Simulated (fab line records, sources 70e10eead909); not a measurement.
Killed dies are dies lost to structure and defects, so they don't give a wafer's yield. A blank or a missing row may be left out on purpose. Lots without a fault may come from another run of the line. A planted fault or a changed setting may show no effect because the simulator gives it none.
A struck lot beside a sound one | flow nand_harc | 15 steps out of a route of 1302
Sound: wafers L832.1, L832.2, L832.6. Struck: wafers L841.1, L841.4, L841.6. The cause comes at the end.
At each step with rows: each side's tool, then ch and its chambers, then its first start. Under that, the readings that differ: sound wafers | struck wafers | difference of the means | sigmas: that difference in standard deviations of wafers without a fault.
alike: readings whose means differ by less than 2 such deviations, and words and numbers that are the same on both sides. not compared: withheld readings, readings that some wafer has no value for, bounds like >300 that may hide the same value, and numbers for which the record gives no deviation and whose values overlap.
The two part at a step that has a row with sigmas, a row that says differs or no value, or rows on one side only. Numbers that don't overlap but have no deviation are shown without sigmas and don't part them. A reading that every wafer of one side lacks parts them only if that side has two wafers or more.

first, 4 steps without rows for these wafers: NHARC_A_ZERO_WELL_STRIP_14 (strips in SPM, time 900 s); NHARC_A_ZERO_WELL_IMPLANT_15; NHARC_A_ZERO_WELL_PRECLEAN_22 (cleans in SC1, time 60 s); NHARC_A_ZERO_WELL_SRD_23.
NHARC_A_ZERO_WELL_RTA_16: time 10 s.
  sound on rtp_anneal-01 ch 0, day 7 05:24; struck on rtp_anneal-02 ch 0, day 10 18:08
  reading             | sound          | struck         | difference | sigmas
  lamp_power_pct (%)  | 34.7 34.8 34.8 | 29.9 29.9 29.9 | -4.9       | -2
  lamp_zone_1_pct (%) | 34.7 34.7 34.7 | 29.9 29.9 29.9 | -4.8       | -2
  alike: wafer_temp_C_max
NHARC_A_ZERO_WELL_INSPECT_17:
  sound on defect_inspect-02, day 7 05:36; struck on defect_inspect-02, day 10 18:20
  alike: raw_defect_count
then, 3 steps without rows for these wafers: NHARC_A_SOURCE_PLATE_PRECLEAN_00 (cleans in HF-LAST, time 60 s); NHARC_A_SOURCE_PLATE_SRD_01; NHARC_A_SOURCE_PLATE_OXIDE_02 (material SiO2, target thk 10 nm, ox time 1362 s).
NHARC_A_SOURCE_PLATE_THK_MEAS_09: measures by ellipsometry.
  sound on film_metro-01, day 7 13:14; struck on film_metro-02, day 11 01:34
  alike: thk_nm
then, 1 step without rows for these wafers: NHARC_A_SOURCE_PLATE_PVD_04 (deposits WSi2, target thk 50 nm).
NHARC_A_SOURCE_PLATE_CVD_03: deposits poly-Si, target thk 200 nm, time 4000 s.
  sound on lpcvd_poly-02 ch 0, day 7 15:43; struck on lpcvd_poly-02 ch 0, day 11 04:02
  reading                | sound             | struck               | difference | sigmas
  spike_tc_bottom_C (C)  | 637.3 638.6 639.6 | 628.7 626.6 625.2    | -11.7      | -12
  spike_tc_centre_C (C)  | 620.9 620.1 620.5 | 608.3 609.0 609.3    | -11.6      | -8
  spike_tc_lower_C (C)   | 619.8 622.3 621.1 | 606.2 606.1 606.9    | -14.7      | -15
  spike_tc_top_C (C)     | 637.5 634.5 635.9 | 623.5 623.4 623.2    | -12.6      | -5
  spike_tc_upper_C (C)   | 617.3 617.5 618.0 | 603.7 605.6 604.8    | -12.9      | -11
  tube_center_temp_C (C) | 620.04 619.93 620 | 606.95 606.92 606.89 | -13.07     | -99 or more
then, 1 step without rows for these wafers: NHARC_A_SOURCE_PLATE_ANNEAL_05 (time 1800 s).
NHARC_A_SOURCE_PLATE_THK_MEAS_06: measures by ellipsometry.
  sound on film_metro-02, day 8 02:50; struck on film_metro-01, day 11 14:58
  reading     | sound             | struck            | difference | sigmas
  thk_nm (nm) | 197.2 197.1 196.6 | 146.0 146.7 146.8 | -50.5      | -22
  not compared: hold
-- the record jumps here: 17 days lie between the struck wafers' starts before and after (it left off in module A_SOURCE_PLATE and takes up again in module END, whose first step shown is number 1302 of the route) --
NHARC_END_SORT_01:
  sound on prober-02 ch 0, day 25 00:16; struck on prober-01 ch 0, day 28 22:12
  alike: killed_at_array, killed_at_other, killed_at_periphery, killed_dies, killed_open, killed_short

WHERE THEY PART
First at NHARC_A_ZERO_WELL_RTA_16; last, within this record, at NHARC_A_SOURCE_PLATE_THK_MEAS_06. Later steps at which nothing parts them and some readings are alike: NHARC_END_SORT_01.

WHY: what the simulator had put in
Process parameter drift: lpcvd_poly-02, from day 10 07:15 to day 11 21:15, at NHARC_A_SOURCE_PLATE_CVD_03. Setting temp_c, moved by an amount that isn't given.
